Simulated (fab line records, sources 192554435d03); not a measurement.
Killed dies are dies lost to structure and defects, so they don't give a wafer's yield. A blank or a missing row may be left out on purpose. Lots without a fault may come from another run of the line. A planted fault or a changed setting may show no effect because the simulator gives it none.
Split-lot experiment | flow n5_finfet | 7 lots, 21 wafers read, on a route of 1938 steps

THE SPLIT
At N5_MOL_CONTACT_COAG_VIA_ETCH_46 (etches SiO2 in C4F6/O2, target depth 46 nm, overetch 9.2 nm, time 40 s), the setting bias_w was moved away from the recipe's 455 W on 5 of the 21 wafers read, by -17.1% to +12.9%. The other wafers ran this setting at the recipe's value.

The reading is taken at the split's own step.

THE READING
rf_vpp_V, in V, at N5_MOL_CONTACT_COAG_VIA_ETCH_46 (etches SiO2 in C4F6/O2, target depth 46 nm, overetch 9.2 nm, time 40 s). Fault-free wafers of this fab line usually give 1587 V, standard deviation 28 V.

wafer  | tool, chamber at the split | bias_w as run, W | against the recipe | rf_vpp_V, V | against lot-mates on the recipe
L077.1 | rie_diel-01, 3             | 455              | recipe             | 1604        | -
L077.2 | rie_diel-01, 2             | 455              | recipe             | 1555        | -
L077.4 | rie_diel-01, 3             | 455              | recipe             | 1605        | -
L078.2 | rie_diel-06, 3             | 455              | recipe             | 1550        | -
L078.4 | rie_diel-06, 2             | 382              | -16.0%             | 1425        | -125
L078.5 | rie_diel-06, 0             | 382              | -16.0%             | 1394        | -156
L080.1 | rie_diel-01, 1             | 513.8            | +12.9%             | 1772        | +217
L080.2 | rie_diel-01, 2             | 455              | recipe             | 1554        | -
L080.5 | rie_diel-01, 2             | 455              | recipe             | 1556        | -
L090.2 | rie_diel-05, 3             | 455              | recipe             | 1621        | -
L090.3 | rie_diel-05, 2             | 455              | recipe             | 1584        | -
L090.5 | rie_diel-05, 3             | 377.3            | -17.1%             | 1410        | -192
L092.3 | rie_diel-01, 2             | 455              | recipe             | 1554        | -
L092.4 | rie_diel-01, 1             | 455              | recipe             | 1619        | -
L092.6 | rie_diel-01, 2             | 455              | recipe             | 1554        | -
L096.3 | rie_diel-06, 0             | 455              | recipe             | 1590        | -
L096.4 | rie_diel-06, 1             | 455              | recipe             | 1552        | -
L096.6 | rie_diel-06, 2             | 455              | recipe             | 1623        | -
L097.1 | rie_diel-06, 2             | 491.6            | +8.0%              | 1719        | +112
L097.2 | rie_diel-06, 0             | 455              | recipe             | 1589        | -
L097.5 | rie_diel-06, 2             | 455              | recipe             | 1624        | -

THE FIT
A straight line over all 21 wafers: rf_vpp_V changes by +11.8 V for each +1% of bias_w; r = +0.94; the points scatter about the line by 30 V.
The same after taking each lot's own level away (the mean of its wafers on the recipe; 21 wafers): +11.3 V for each +1%; r = +0.94; scatter 29 V.
On that fit, the largest move of bias_w shifts the reading by 1.9e+02 V.
The lots' own levels span 1550.0 to 1606.5 V, that is 2.0 times the standard deviation above.
So the lot-to-lot level changes the slope little: the two slopes agree.
Check: with one of the wafers moved furthest among these (-17.1%) left out of the fit, the line predicts -182 V for it against its lot-mates. It came out at -192 V against them.
Tool readings at the split's step, against how far the setting was moved: rf_vpp_V r = +0.94.

OTHER SPLITS ON THESE WAFERS
These wafers also went through other splits before the reading. Each is held against what the fit with the lots' levels taken away leaves over:
other split on the same wafers     | wafers away from the commonest value | r with rf_vpp_V (lot level and that fit taken away)
N5_SD_EPI_N_ETCH_16 target_depth_a | 7                                    | -0.35
N5_SDB_COAT_03 spin_rpm            | 9                                    | +0.01
N5_HKMG_FIN_ETCH_54 source_w       | 7                                    | -0.17
N5_GATE_CUT_ETCH_56 icp_w          | 5                                    | +0.24
N5_MOL_CONTACT_COAG_ETCH_91 time_s | 8                                    | +0.20

THE FILE'S OWN FIT
rf_vpp_V changes by +11.8 V for each +1% of bias_w, r = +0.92.
